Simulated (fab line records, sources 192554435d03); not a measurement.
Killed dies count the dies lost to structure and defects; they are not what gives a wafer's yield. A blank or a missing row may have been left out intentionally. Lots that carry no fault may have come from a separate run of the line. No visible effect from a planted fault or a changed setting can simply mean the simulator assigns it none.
Which of the tools did it?	flow n5_finfet	26 wafers from 9 lots sampled at 5 of the route's 1938 steps

## WHAT EACH GAUGE READ, for each wafer
N5_MOL_CONTACT_COAG_CD_MEAS_101 targets a cd of 16 nm.
lot	measured	on	cd_nm (nm)
L293	day 5 07:01	cd_sem-01	16.82 16.13 16.10
L295	day 5 15:12	cd_sem-01	15.98 15.96 15.92
L297	day 6 13:36	cd_sem-01	15.74 15.49 15.89
L300	day 7 03:57	cd_sem-03	16.38 15.96 16.05
L308	day 9 04:02	cd_sem-01	15.66 16.20
L309	day 9 10:31	cd_sem-03	15.65 16.07 15.93
L310	day 9 19:02	cd_sem-03	15.93 15.73 16.34
L314	day 10 15:32	cd_sem-02	16.46 16.12 15.77
L315	day 10 21:30	cd_sem-03	15.82 15.43 15.73

N5_BEOL_M4_RC_MEAS_101.
lot	measured	on	DIBL_N (mV/V)	DIBL_P (mV/V)	IOFF_N (nA/um)	IOFF_P (nA/um)	ION_N (uA/um)	ION_P (uA/um)	SS_N (mV/dec)	SS_P (mV/dec)	VT_N (mV)	VT_P (mV)
L293	day 8 00:50	prober-02	35.3 36.9 34.4	35.2 37.2 33.8	0.137 0.162 0.120	0.175 0.197 0.152	660 679 660	453 461 450	71.3 71.8 70.7	73.1 73.7 72.3	250.9 249.6 254.1	-254.6 -255.0 -257.9
L295	day 9 02:06	prober-02	34.1 33.4 34.4	36.7 36.1 36.6	0.150 0.139 0.148	0.207 0.206 0.195	674 665 664	467 463 455	71.5 71.5 71.6	73.5 73.4 73.8	247.2 248.8 246.3	-250.3 -250.9 -252.2
L297	day 9 11:50	prober-02	35.4 35.8 35.4	35.4 35.4 35.4	0.143 0.147 0.144	0.196 0.200 0.190	674 677 669	466 456 460	71.4 70.9 71.3	72.8 72.8 72.3	250.7 249.8 251.7	-251.0 -250.4 -251.9
L300	day 10 09:09	prober-01	37.4 37.9 38.0	38.0 38.7 39.7	0.171 0.185 0.196	0.221 0.240 0.259	674 677 682	466 466 477	72.1 70.7 72.0	74.5 74.4 74.4	248.5 249.1 246.2	-248.4 -250.1 -249.4
L308	day 12 12:44	prober-02	36.5 36.9	36.9 37.4	0.169 0.172	0.254 0.271	690 675	474 474	71.4 71.3	73.7 73.6	245.1 250.5	-247.2 -245.2
L309	day 12 15:55	prober-02	36.5 36.5 36.9	37.9 37.4 37.7	0.160 0.157 0.169	0.218 0.206 0.215	675 682 669	461 459 455	70.8 71.5 71.6	73.0 73.5 73.4	251.5 254.7 251.7	-249.8 -253.8 -250.4
L310	day 12 15:20	prober-01	34.7 35.2 34.3	36.2 36.0 35.4	0.135 0.140 0.126	0.171 0.176 0.161	677 667 663	456 455 456	71.2 71.5 71.2	72.8 73.7 73.0	253.7 252.1 253.5	-255.0 -255.3 -255.1
L314	day 14 01:19	prober-02	37.1 36.4 36.6	38.5 37.5 37.4	0.190 0.170 0.165	0.239 0.215 0.209	690 691 679	472 468 462	71.4 71.4 71.7	74.4 74.6 73.0	247.0 248.6 249.0	-248.6 -250.0 -248.8
L315	day 14 04:28	prober-02	34.8 35.1 36.2	35.7 36.5 37.1	0.130 0.138 0.155	0.177 0.189 0.208	667 674 671	465 461 459	71.1 71.4 71.0	73.4 72.4 73.0	252.7 252.6 252.4	-253.0 -253.8 -251.6

## WHAT TOOL EACH LOT RAN ON (gives the tool, then ch and the chambers of the sampled wafers, and finally the start)
lot	N5_MOL_CONTACT_COAG_ETCHBACK_134	N5_MOL_CONTACT_COAG_CMP_52	N5_BEOL_M0_SAQP_PECVD_00
L293	rie_diel-03 ch 0,1,3, day 5 06:30	cmp-01 ch 1,3, day 5 07:31	pecvd-03 ch 0,2, day 5 11:10
L295	rie_diel-03 ch 1,2, day 5 14:39	cmp-01 ch 1,2,3, day 5 16:02	pecvd-04 ch 0,2, day 5 22:13
L297	rie_diel-05 ch 1,2,3, day 6 13:04	cmp-03 ch 1,2,3, day 6 14:05	pecvd-04 ch 1,2, day 6 18:10
L300	rie_diel-03 ch 0,3, day 7 03:27	cmp-02 ch 2,3, day 7 04:25	pecvd-03 ch 0,2, day 7 08:20
L308	rie_diel-03 ch 0,2, day 9 03:32	cmp-01 ch 0,3, day 9 04:38	pecvd-03 ch 1,2, day 9 08:10
L309	rie_diel-06 ch 0,1,3, day 9 10:00	cmp-01 ch 0,1,2, day 9 10:58	pecvd-03 ch 0,1, day 9 14:38
L310	rie_diel-05 ch 0,2, day 9 18:31	cmp-03 ch 0,2, day 9 19:29	pecvd-01 ch 0,1,2, day 9 23:10
L314	rie_diel-03 ch 0,2,3, day 10 15:02	cmp-02 ch 1,2,3, day 10 16:02	pecvd-01 ch 1, day 10 19:40
L315	rie_diel-06 ch 0,2,3, day 10 20:59	cmp-02 ch 0,2,3, day 10 21:57	pecvd-03 ch 1,2, day 11 01:38
- N5_MOL_CONTACT_COAG_ETCHBACK_134: etches SiO2 in CHF3, target depth 10 nm, time 6.7 s.
- N5_MOL_CONTACT_COAG_CMP_52: polishes, stops on SiO2, t overpolish 1.5 s, target thk 66.5 nm.
- N5_BEOL_M0_SAQP_PECVD_00: deposits SiCN from 3MS/NH3, target thk 8 nm, time 14 s.

## AS READ BY THE TOOLS THEMSELVES (means over the sampled wafers that have a number; for cases with no such wafer, the mark the record gives instead)
N5_MOL_CONTACT_COAG_ETCHBACK_134.
lot	tool	chamber_pressure_mTorr (mTorr)	drypump_motor_current_A (A)	oes_f_703_au (a.u.)	oes_product_au (a.u.)	rf_fwd_power_W (W)	rf_vpp_V (V)	showerhead_plenum_p_Torr (Torr)	throttle_valve_pct (%)
L293	rie_diel-03	30.018	5.9	0.75	0.74	602	525	2.44	18.94
L295	rie_diel-03	29.956	6.1	0.74	0.74	598	524	2.29	19.05
L297	rie_diel-05	29.965	5.7	0.81	0.80	602	523	2.35	18.55
L300	rie_diel-03	29.984	5.8	0.75	0.73	605	522	2.40	18.74
L308	rie_diel-03	29.987	5.8	0.72	0.72	602	520	2.27	18.83
L309	rie_diel-06	29.993	5.9	0.86	0.86	605	522	2.38	18.53
L310	rie_diel-05	30.007	5.4	0.87	0.86	600	522	2.44	18.74
L314	rie_diel-03	29.995	5.9	0.73	0.72	604	522	2.34	18.93
L315	rie_diel-06	30.003	6.2	0.87	0.87	602	519	2.32	18.54

N5_MOL_CONTACT_COAG_CMP_52.
lot	tool	motor_current_A (A)	overpolish_run_s (s)	platen_rpm (rpm)	time_to_endpoint_s (s)
L293	cmp-01	12.2	1.502	50.32	16.9
L295	cmp-01	12.5	1.504	50.29	13.8
L297	cmp-03	12.3	1.501	50.34	14.2
L300	cmp-02	11.3	1.507	50.30	12.9
L308	cmp-01	13.1	1.505	49.26	13.6
L309	cmp-01	12.6	1.503	49.65	13.1
L310	cmp-03	11.6	1.497	50.33	15.0
L314	cmp-02	11.7	1.502	50.31	10.5
L315	cmp-02	12.1	1.499	50.26	10.7

N5_BEOL_M0_SAQP_PECVD_00.
lot	tool	rf_fwd_power_W (W)	showerhead_plenum_p_Torr (Torr)	throttle_valve_pct (%)
L293	pecvd-03	198.3	3.651	8.9
L295	pecvd-04	197.5	3.663	8.5
L297	pecvd-04	197.1	3.667	8.4
L300	pecvd-03	197.7	3.644	8.8
L308	pecvd-03	197.2	3.665	8.9
L309	pecvd-03	197.1	3.673	8.7
L310	pecvd-01	198.8	3.656	9.0
L314	pecvd-01	199.0	3.656	9.2
L315	pecvd-03	197.9	3.661	8.3

## THE ANSWER, worked out from the rows above alone
Rule: what is usual is taken from the lots themselves. The widest of any qualifying gaps counts: lots, ordered by their means at a reading, are off when they make up no more than a third of the lots, leave a main group of 4 or more, and stand apart from it by 3 or more times the standard deviation of that group's means. A main group is skipped when, at the precision printed for the reading in the tables above, its means are all equal. A lot without any number at a reading at which 4 lots or more have one is off too. Any other lot the step has rows for is counted as sound. Order of review: gauges by route order, followed by the tools' own readings, for which a lot's mean as printed above is used. The first step at which some lot is off is used, and at that step the reading that is off furthest; a lot without a number counts as furthest.
Off: L308, L309, at N5_MOL_CONTACT_COAG_CMP_52 (platen_rpm). The main group: mean 50.31 rpm, standard deviation 0.025.
A tool fits if, at that step or a process step before it, it ran every lot that is off, and no sound lot after the first of them. One fits: cmp-01 at N5_MOL_CONTACT_COAG_CMP_52. A fault onset in the window from L295 (day 5 16:02, its last sound lot) to L308 (day 9 04:38, its first lot off) fits.
The tool's own readings at N5_MOL_CONTACT_COAG_CMP_52 bear it out: on the lots that are off they differ by more than 5 times the standard deviation of the sound lots' means. platen_rpm reads 49.45 rpm there against 50.31 rpm on the sound lots.

## WHAT THE SIMULATOR HAD INSERTED
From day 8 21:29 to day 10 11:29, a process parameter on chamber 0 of cmp-01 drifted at N5_MOL_CONTACT_COAG_CMP_52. A move of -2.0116 in setting platen_rpm, from 50.289. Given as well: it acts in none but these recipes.
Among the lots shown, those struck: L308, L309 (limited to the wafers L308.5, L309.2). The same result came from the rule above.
